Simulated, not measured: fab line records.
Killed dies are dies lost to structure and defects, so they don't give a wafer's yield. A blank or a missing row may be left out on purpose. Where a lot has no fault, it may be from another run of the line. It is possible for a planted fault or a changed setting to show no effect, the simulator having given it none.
fab line records	flow nand-harc
[record] lots = 12	wafers = 36	last-day = 25
route steps=1159 shown A_CHANNEL_HOLE_D1@475 A_CHANNEL_FILL_D1@493 END@1159
lots with no fault: from the same line, run without faults
start-h: start of the lot's first displayed wafer, in hours after the record's first day	wait-h: time in hours since the lot's previous step	" unchanged from the row above	L1.1+2: one row covering several wafers at once	- no value present, or no start provided	* or withheld: withheld	< > ~ a bound
route shown NAME@n: a module of which the file shows steps, and the number in the route of the first	usual: the fault-free wafers' mean and standard deviation	same: alike in all rows	chamber/n: place in a boat	sites: per-site readings	_std_site: standard deviation of those values	_edge_site: outer sites' mean less inner sites'	radius-mm: for every site, how far away it sits from the centre of the wafer	mask NAME#n: copy n	behind: tool/chamber where the wafer was last shaped	hold: what put the lot on hold/how long, in hours/how the hold closed	device: transistor that didn't switch, given as n, p or np	end of line: the same wafers' tests at the end of the route	a step with no rows: only its recipe	killed: dies lost to structure and defects at the first sort, not the wafer's yield	map: per-die view of a wafer (x killed, . not killed, _ where there is no die)
set.NAME: the run value of the setting; set.NAME@STEP: its run value at that earlier step	model.NAME: the simulator's own value behind a step, which no gauge read
one table for each step of the route and one row for each wafer, over a sample of lots
services: the hour from which a tool's chamber was out of use, counted from the record's first day as start-h (under 0 if before that day), plus the number of hours and why
[[steps]]
[step NHARC_A_CHANNEL_HOLE_D1_ETCH_23]
[recipe] bias-v = 5000	source-w = withheld	pressure-mtorr = 20	time-s = 819	ar-flow-sccm = 375	c4f8-flow-sccm = 89.3	o2-flow-sccm = 35.7	temp-c = -20	target-depth-a = 16000	chemistry = C4F8/O2/Ar
[usual] drypump-motor-current-A = 5.7/0.32	showerhead-plenum-p-Torr = 3.81/0.056	throttle-valve-pct = 32.155/0.0093
lot.wafer	tool	chamber	start-h	wait-h	drypump-motor-current-A	rf-hours-counter-h	showerhead-plenum-p-Torr	throttle-valve-pct
L448.2	har-etch-01	0	175.53	0.5	5.3	194	3.74	32.152
L448.1	"	1	"	"	6.1	194	3.82	32.156
L448.3	"	1	"	"	6.1	-	3.82	32.152
L447.1	har-etch-02	0	175.72	0.5	5.6	96	3.88	32.158
L447.5	"	0	"	"	5.6	-	3.88	32.144
L447.6	"	1	"	"	5.9	-	3.88	32.154
L450.1	har-etch-02	1	195.82	0.5	5.9	101	3.88	32.145
L450.2	"	0	"	"	5.6	101	3.88	32.166
L450.6	"	0	"	"	5.6	-	3.88	32.165
L449.1	har-etch-01	0	199.86	0.5	5.2	206	3.74	32.159
L449.3	"	0	"	"	5.3	-	3.74	32.148
L449.5	"	1	"	"	6.1	-	3.82	32.176
L451.3	har-etch-02	1	205.23	0.5	5.9	-	3.87	32.147
L451.4	"	0	"	"	5.6	-	3.87	32.152
L451.6	"	1	"	"	5.9	-	3.87	32.174
L453.2	har-etch-02	0	219.33	0.5	5.6	114	3.87	32.171
L453.4	"	1	"	"	5.8	-	3.87	32.159
L453.3	"	0	"	"	5.6	-	3.87	32.145
L456.1	har-etch-02	1	234.07	0.5	5.9	119	3.86	32.162
L456.2	"	0	"	"	5.6	119	3.87	32.172
L456.5	"	0	"	"	5.6	-	3.87	32.144
L463.1	har-etch-01	0	282.35	0.5	5.3	242	3.72	32.159
L463.3	"	1	"	"	6.2	-	3.80	32.165
L463.5	"	1	"	"	6.2	-	3.80	32.150
L465.1	har-etch-01	1	286.52	0.5	6.1	246	3.79	32.149
L465.3	"	1	"	"	6.2	-	3.79	32.141
L465.4	"	0	"	"	5.3	-	3.72	32.156
L467.1	har-etch-01	0	290.67	0.5	5.3	249	3.71	32.143
L467.3	"	0	"	"	5.3	-	3.71	32.156
L467.6	"	1	"	"	6.2	-	3.79	32.154
L469.1	har-etch-02	1	307.62	0.5	5.9	154	3.85	32.167
L469.2	"	0	"	"	5.6	154	3.85	32.140
L469.3	"	1	"	"	5.9	-	3.85	32.159
L470.1	har-etch-02	1	319.43	0.5	5.8	164	3.84	32.159
L470.4	"	0	"	"	5.6	-	3.84	32.155
L470.3	"	1	"	"	5.8	-	3.84	32.158
[step NHARC_A_CHANNEL_HOLE_D1_ETCH_24]
[recipe] bias-v = 5000	source-w = withheld	pressure-mtorr = 20	time-s = 906.2	ar-flow-sccm = 375	c4f8-flow-sccm = 93.8	o2-flow-sccm = 31.2	temp-c = -20	target-depth-a = 15000	chemistry = C4F8/O2/Ar
[usual] drypump-motor-current-A = 5.7/0.32	showerhead-plenum-p-Torr = 3.81/0.056	throttle-valve-pct = 32.236/0.0091
lot.wafer	tool	chamber	start-h	wait-h	drypump-motor-current-A	rf-hours-counter-h	showerhead-plenum-p-Torr	throttle-valve-pct
L448.2	har-etch-01	0	176.22	0.6	5.3	195	3.74	32.228
L448.1	"	1	"	"	6.1	195	3.82	32.231
L448.3	"	1	"	"	6.1	-	3.82	32.244
L447.1	har-etch-02	0	176.42	0.6	5.6	97	3.87	32.233
L447.5	"	0	"	"	5.6	-	3.87	32.252
L447.6	"	1	"	"	5.9	-	3.87	32.217
L450.1	har-etch-02	1	196.52	0.6	5.8	102	3.87	32.230
L450.2	"	0	"	"	5.6	102	3.87	32.244
L450.6	"	0	"	"	5.6	-	3.87	32.233
L449.1	har-etch-01	0	200.56	0.6	5.3	207	3.73	32.242
L449.3	"	0	"	"	5.3	-	3.73	32.224
L449.5	"	1	"	"	6.1	-	3.81	32.231
L451.3	har-etch-02	1	205.94	0.6	5.9	-	3.86	32.245
L451.4	"	0	"	"	5.6	-	3.87	32.232
L451.6	"	1	"	"	5.9	-	3.87	32.232
L453.2	har-etch-02	0	220.04	0.6	5.6	114	3.86	32.244
L453.4	"	1	"	"	5.9	-	3.86	32.236
L453.3	"	0	"	"	5.6	-	3.86	32.219
L456.1	har-etch-02	1	234.77	0.6	5.9	120	3.86	32.247
L456.2	"	0	"	"	5.6	120	3.86	32.241
L456.5	"	0	"	"	5.6	-	3.86	32.245
L463.1	har-etch-01	0	283.05	0.6	5.3	242	3.71	32.247
L463.3	"	1	"	"	6.1	-	3.79	32.234
L463.5	"	1	"	"	6.1	-	3.79	32.228
L465.1	har-etch-01	1	287.21	0.6	6.1	246	3.79	32.246
L465.3	"	1	"	"	6.1	-	3.79	32.240
L465.4	"	0	"	"	5.3	-	3.71	32.251
L467.1	har-etch-01	0	291.37	0.6	5.3	250	3.71	32.228
L467.3	"	0	"	"	5.3	-	3.71	32.252
L467.6	"	1	"	"	6.1	-	3.79	32.232
L469.1	har-etch-02	1	308.31	0.6	5.9	155	3.84	32.241
L469.2	"	0	"	"	5.6	155	3.84	32.239
L469.3	"	1	"	"	5.9	-	3.84	32.238
L470.1	har-etch-02	1	320.13	0.6	5.9	164	3.83	32.244
L470.4	"	0	"	"	5.6	-	3.83	32.235
L470.3	"	1	"	"	5.9	-	3.83	32.244
[step NHARC_A_CHANNEL_HOLE_D1_ETCH_25]
[recipe] bias-v = 5000	source-w = withheld	pressure-mtorr = 20	time-s = 1040.2	ar-flow-sccm = 375	c4f8-flow-sccm = 93.8	o2-flow-sccm = 31.2	temp-c = -20	target-depth-a = 15000	chemistry = C4F8/O2/Ar
[usual] drypump-motor-current-A = 5.7/0.33	showerhead-plenum-p-Torr = 3.81/0.056	throttle-valve-pct = 32.235/0.0096
lot.wafer	tool	chamber	start-h	wait-h	drypump-motor-current-A	rf-hours-counter-h	showerhead-plenum-p-Torr	throttle-valve-pct
L448.2	har-etch-01	0	177.00	0.6	5.3	196	3.74	32.222
L448.1	"	1	"	"	6.1	196	3.82	32.228
L448.3	"	1	"	"	6.1	-	3.82	32.219
L447.1	har-etch-02	0	177.19	0.6	5.6	97	3.87	32.236
L447.5	"	0	"	"	5.6	-	3.87	32.234
L447.6	"	1	"	"	5.9	-	3.87	32.242
L450.1	har-etch-02	1	197.30	0.6	5.9	103	3.87	32.221
L450.2	"	0	"	"	5.6	103	3.87	32.244
L450.6	"	0	"	"	5.6	-	3.87	32.241
L449.1	har-etch-01	0	201.33	0.6	5.3	208	3.73	32.235
L449.3	"	0	"	"	5.3	-	3.73	32.228
L449.5	"	1	"	"	6.1	-	3.81	32.231
L451.3	har-etch-02	1	206.74	0.7	5.9	-	3.86	32.244
L451.4	"	0	"	"	5.6	-	3.86	32.230
L451.6	"	1	"	"	5.9	-	3.86	32.238
L453.2	har-etch-02	0	220.83	0.7	5.6	115	3.86	32.234
L453.4	"	1	"	"	5.9	-	3.86	32.236
L453.3	"	0	"	"	5.6	-	3.86	32.237
L456.1	har-etch-02	1	235.53	0.6	5.9	120	3.86	32.225
L456.2	"	0	"	"	5.6	120	3.86	32.232
L456.5	"	0	"	"	5.6	-	3.86	32.235
L463.1	har-etch-01	0	283.82	0.6	5.3	243	3.71	32.240
L463.3	"	1	"	"	6.1	-	3.79	32.236
L463.5	"	1	"	"	6.1	-	3.79	32.230
L465.1	har-etch-01	1	287.97	0.6	6.2	247	3.79	32.222
L465.3	"	1	"	"	6.2	-	3.79	32.253
L465.4	"	0	"	"	5.3	-	3.71	32.238
L467.1	har-etch-01	0	292.14	0.6	5.3	251	3.71	32.228
L467.3	"	0	"	"	5.3	-	3.71	32.239
L467.6	"	1	"	"	6.2	-	3.79	32.222
L469.1	har-etch-02	1	309.07	0.6	5.9	156	3.84	32.227
L469.2	"	0	"	"	5.6	156	3.84	32.245
L469.3	"	1	"	"	5.9	-	3.84	32.220
L470.1	har-etch-02	1	320.92	0.7	5.9	165	3.83	32.232
L470.4	"	0	"	"	5.6	-	3.83	32.228
L470.3	"	1	"	"	5.9	-	3.83	32.236
[step NHARC_A_CHANNEL_HOLE_D1_INSPECT_40]
[usual] raw-defect-count = 65/21
lot.wafer	tool	chamber	start-h	wait-h	hold	raw-defect-count
L448.1	defect-inspect-02	-	179.80	-	-	44
L448.2	"	-	"	"	-	44
L448.3	"	-	"	"	-	48
L447.1	defect-inspect-01	-	180.02	-	-	33
L447.5	"	-	"	"	-	45
L447.6	"	-	"	"	-	48
L450.1	defect-inspect-02	-	200.11	-	-	63
L450.2	"	-	"	"	-	52
L450.6	"	-	"	"	-	67
L449.1	defect-inspect-02	-	204.14	-	-	65
L449.3	"	-	"	"	-	67
L449.5	"	-	"	"	-	73
L451.3	defect-inspect-01	-	209.25	-	-	58
L451.4	"	-	"	"	-	60
L451.6	"	-	"	"	-	42
L453.2	defect-inspect-02	-	223.50	-	await-dispo/0.2h/release	549
L453.3	"	-	"	"	await-dispo/0.2h/release	570
L453.4	"	-	"	"	await-dispo/0.2h/release	573
L453.2	defect-inspect-02	-	223.67	0.2	-	565
L453.3	"	-	"	"	-	579
L453.4	"	-	"	"	-	571
L456.1	defect-inspect-01	-	238.33	-	await-dispo/0.2h/release	531
L456.2	"	-	"	"	await-dispo/0.2h/release	576
L456.5	"	-	"	"	await-dispo/0.2h/release	575
L456.1	defect-inspect-01	-	238.50	0.2	-	529
L456.2	"	-	"	"	-	585
L456.5	"	-	"	"	-	565
L463.1	defect-inspect-02	-	286.66	-	-	77
L463.3	"	-	"	"	-	64
L463.5	"	-	"	"	-	73
L465.1	defect-inspect-01	-	290.77	-	-	109
L465.3	"	-	"	"	-	81
L465.4	"	-	"	"	-	66
L467.1	defect-inspect-01	-	294.94	-	-	73
L467.3	"	-	"	"	-	63
L467.6	"	-	"	"	-	92
L469.1	defect-inspect-01	-	311.88	-	-	58
L469.2	"	-	"	"	-	37
L469.3	"	-	"	"	-	28
L470.1	defect-inspect-01	-	323.57	-	-	63
L470.3	"	-	"	"	-	67
L470.4	"	-	"	"	-	64
[step NHARC_A_CHANNEL_FILL_D1_ALD_03]
[recipe] target-thk-a = 60	pulse-time-s = 60	ald-cycles = 58	temp-c = 630	pressure-torr = 2	material = SiNx
[usual] precursor-pulse-height-rel = 1.001/0.017
lot.wafer	tool	chamber	start-h	wait-h	precursor-pulse-height-rel
L447.1	ald-sin-batch-01	0	-	-	1.027
L447.5	"	0	"	"	0.990
L447.6	"	0	"	"	1.001
L448.1	ald-sin-batch-01	0	-	-	1.002
L448.2	"	0	"	"	1.019
L448.3	"	0	"	"	1.003
L450.1	ald-sin-batch-01	0	-	-	1.027
L450.2	"	0	"	"	1.024
L450.6	"	0	"	"	1.010
L449.1	ald-sin-batch-03	0	-	-	0.994
L449.3	"	0	"	"	0.996
L449.5	"	0	"	"	1.004
L451.3	ald-sin-batch-02	0	-	-	1.013
L451.4	"	0	"	"	1.021
L451.6	"	0	"	"	1.024
L453.2	ald-sin-batch-02	0	-	-	0.986
L453.3	"	0	"	"	0.992
L453.4	"	0	"	"	1.002
L456.1	ald-sin-batch-02	0	-	-	1.029
L456.2	"	0	"	"	1.010
L456.5	"	0	"	"	1.024
L463.1	ald-sin-batch-02	0	-	-	1.005
L463.3	"	0	"	"	0.966
L463.5	"	0	"	"	0.997
L465.1	ald-sin-batch-01	0	-	-	1.013
L465.3	"	0	"	"	0.980
L465.4	"	0	"	"	0.973
L467.1	ald-sin-batch-01	0	-	-	0.954
L467.3	"	0	"	"	1.026
L467.6	"	0	"	"	1.020
L469.1	ald-sin-batch-02	0	-	-	1.017
L469.2	"	0	"	"	0.980
L469.3	"	0	"	"	1.037
L470.1	ald-sin-batch-01	0	-	-	1.007
L470.3	"	0	"	"	0.997
L470.4	"	0	"	"	1.005
[step NHARC_END_SORT_01]
[recipe] temp-c = 25
[usual] defect-limited-yield = 95.1/1.6	killed-at-array = 29/10	killed-at-other = 0.7/1.1	killed-at-periphery = 3.3/2.4	killed-dies = 33/11	killed-open = 3.3/2	killed-short = 1.9/1.3	sort_bin_2_pct = 1.5/0.67	sort_bin_3_pct = 0.27/0.24	sort_bin_4_pct = 3.1/1.1	sort-n-pass = 644/11	sort-rim-yield-pct = 97.1/2.1	sort-yield-pct = 95.1/1.6
[same] gross-dies = 677	sort_bin_5_pct[%] = 0	sort_bin_6_pct[%] = 0	sort_bin_7_pct[%] = 0	sort_bin_8_pct[%] = 0	sort-rim-n-gross = 106.00
lot.wafer	tool	chamber	start-h	wait-h	defect-limited-yield[%]	killed-at-array	killed-at-other	killed-at-periphery	killed-dies	killed-open	killed-short	sort_bin_2_pct[%]	sort_bin_3_pct[%]	sort_bin_4_pct[%]	sort-n-pass	sort-rim-yield-pct[%]	sort-yield-pct[%]
L447.1	prober-02	0	445.50	2.5	96.0	22	0	5	27	4	2	0.3	0.59	3.1	650	97.2	96.0
L447.5	prober-02	0	448.69	3.7	97.6	11	0	5	16	3	1	0.6	0	1.8	661	98.1	97.6
L447.6	prober-02	0	449.48	4.0	95.9	23	1	4	28	6	2	1.0	0.15	3.0	649	98.1	95.9
L463.1	prober-02	0	557.75	2.5	93.8	40	0	2	42	1	3	2.4	0.74	3.1	635	99.1	93.8
L463.3	prober-02	0	559.36	3.1	93.4	40	3	2	45	4	3	1.9	1.18	3.5	632	96.2	93.4
L463.5	prober-02	0	560.96	3.7	91.6	50	0	7	57	5	1	3.5	0.44	4.4	620	92.5	91.6
L467.1	prober-02	0	573.30	2.5	95.6	29	0	1	30	1	0	0.9	0.44	3.1	647	98.1	95.6
L467.3	prober-02	0	574.91	3.1	95.0	29	1	4	34	3	3	1.2	0.30	3.5	643	98.1	95.0
L467.6	prober-02	0	577.31	4.0	94.1	39	0	1	40	3	4	2.5	0.30	3.1	637	95.3	94.1
// killed by level:class
L447.1 A_SLIT:chamber-film-flake=10 A_CONTACT:chamber-film-flake=4 P_ZERO_WELL:chamber-film-flake=3 A_STAIRCASE:chamber-film-flake=2 A_CHANNEL_HOLE_D1:chamber-film-flake=2 P_GATE:geometric-particle:open=1 P_M2:geometric-particle:short=1 A_CHANNEL_FILL_D1:geometric-particle:open=1
L447.5 P_ZERO_WELL:chamber-film-flake=5 A_SLIT:chamber-film-flake=5 A_CONTACT:geometric-particle:open=2 A_ONON_D1:geometric-particle:short=1 A_M0:geometric-particle:open=1 A_CONTACT:chamber-film-flake=1 A_BONDPAD:chamber-film-flake=1
L447.6 A_SLIT:chamber-film-flake=8 A_STAIRCASE:chamber-film-flake=4 A_CONTACT:chamber-film-flake=3 P_ZERO_WELL:chamber-film-flake=2 P_CONTACT:geometric-particle:open=1 A_ONON_D1:geometric-particle:short=1 A_CHANNEL_FILL_D1:geometric-particle:open=1 A_STAIRCASE:geometric-particle:open=1
L463.1 A_CHANNEL_HOLE_D1:chamber-film-flake=20 A_SLIT:chamber-film-flake=15 P_GATE:geometric-particle:short=1 A_CHANNEL_FILL_D1:geometric-particle:open=1 A_STAIRCASE:geometric-particle:short=1 A_WL_FILL:geometric-particle:short=1 P_M2:chamber-film-flake=1 A_STAIRCASE:chamber-film-flake=1
L463.3 A_CHANNEL_HOLE_D1:chamber-film-flake=22 A_SLIT:chamber-film-flake=13 A_BLC:geometric-particle:open=2 THIN_TSV:chamber-film-flake=2 P_CONTACT:geometric-particle:open=1 A_ONON_D1:geometric-particle:short=1 A_SGD_CUT:geometric-particle:short=1 A_CONTACT:geometric-particle:open=1
L463.5 A_CHANNEL_HOLE_D1:chamber-film-flake=24 A_SLIT:chamber-film-flake=19 P_M2:chamber-film-flake=3 A_CONTACT:geometric-particle:open=2 P_STI:chamber-film-flake=2 P_GATE:geometric-particle:open=1 A_ONON_D1:geometric-particle:open=1 A_WL_FILL:geometric-particle:open=1
L467.1 A_CHANNEL_HOLE_D1:chamber-film-flake=23 A_CONTACT:chamber-film-flake=2 P_GATE:geometric-particle:open=1 A_ZERO_WELL:chamber-film-flake=1 A_STAIRCASE:chamber-film-flake=1 A_SLIT:chamber-film-flake=1 A_WL_FILL:chamber-film-flake=1
L467.3 A_CHANNEL_HOLE_D1:chamber-film-flake=21 P_M0:geometric-particle:short=2 A_WL_FILL:chamber-film-flake=2 A_CONTACT:chamber-film-flake=2 P_M1:geometric-particle:short=1 A_CHANNEL_FILL_D1:geometric-particle:open=1 A_WL_FILL:geometric-particle:open=1 A_BLC:geometric-particle:open=1
L467.6 A_CHANNEL_HOLE_D1:chamber-film-flake=25 A_CONTACT:chamber-film-flake=6 A_ONON_D1:geometric-particle:short=2 P_M1:geometric-particle:open=1 A_ONON_D1:geometric-particle:open=1 A_STAIRCASE:geometric-particle:short=1 A_SGD_CUT:geometric-particle:short=1 A_BLC:geometric-particle:open=1
[[services]]
tool	chamber	start-h	hours	kind
har-etch-01	-	308.84	17.0	pm
har-etch-01	0	308.84	17.0	vent-cycle
har-etch-01	1	308.84	17.0	vent-cycle
ald-sin-batch-03	-	314.00	26.0	pm
har-etch-01	0	325.84	-	clean
har-etch-01	0	325.84	-	consumable-replace:focus-ring
har-etch-01	1	325.84	-	clean
har-etch-01	1	325.84	-	consumable-replace:focus-ring
[[key]]
[first-sign] step = NHARC_A_CHANNEL_HOLE_D1_INSPECT_40	reading = visit	direction = added
[effect] step = NHARC_A_CHANNEL_HOLE_D1_INSPECT_40	reading = raw-defect-count	direction = up	sigmas = 24	usual = 65	struck = 562
met-at NHARC_A_CHANNEL_HOLE_D1_ETCH_24
struck-lots L453,L456
scrapped-behind NHARC_A_SGD_CUT_INSPECT_11 L453.2,L453.3,L453.4,L456.1,L456.2,L456.5
[loop-trim] step = NHARC_A_SGD_CUT_EXPOSE_06	setting = dose	lots = L456
not-acting-at NHARC_A_CHANNEL_HOLE_D1_ETCH_23,NHARC_A_CHANNEL_HOLE_D1_ETCH_25,NHARC_A_CHANNEL_FILL_D1_ALD_03
onset-between 205.94 220.04
[fault] kind = chamber-particle-source	tool = har-etch-02	chamber = -	onset-h = 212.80	steps = NHARC_A_CHANNEL_HOLE_D1_ETCH_24	rate-per-visit-cm2 = 0.77981	end-h = 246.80
// loop-trim: a control loop set the setting to another value than it would have without faults
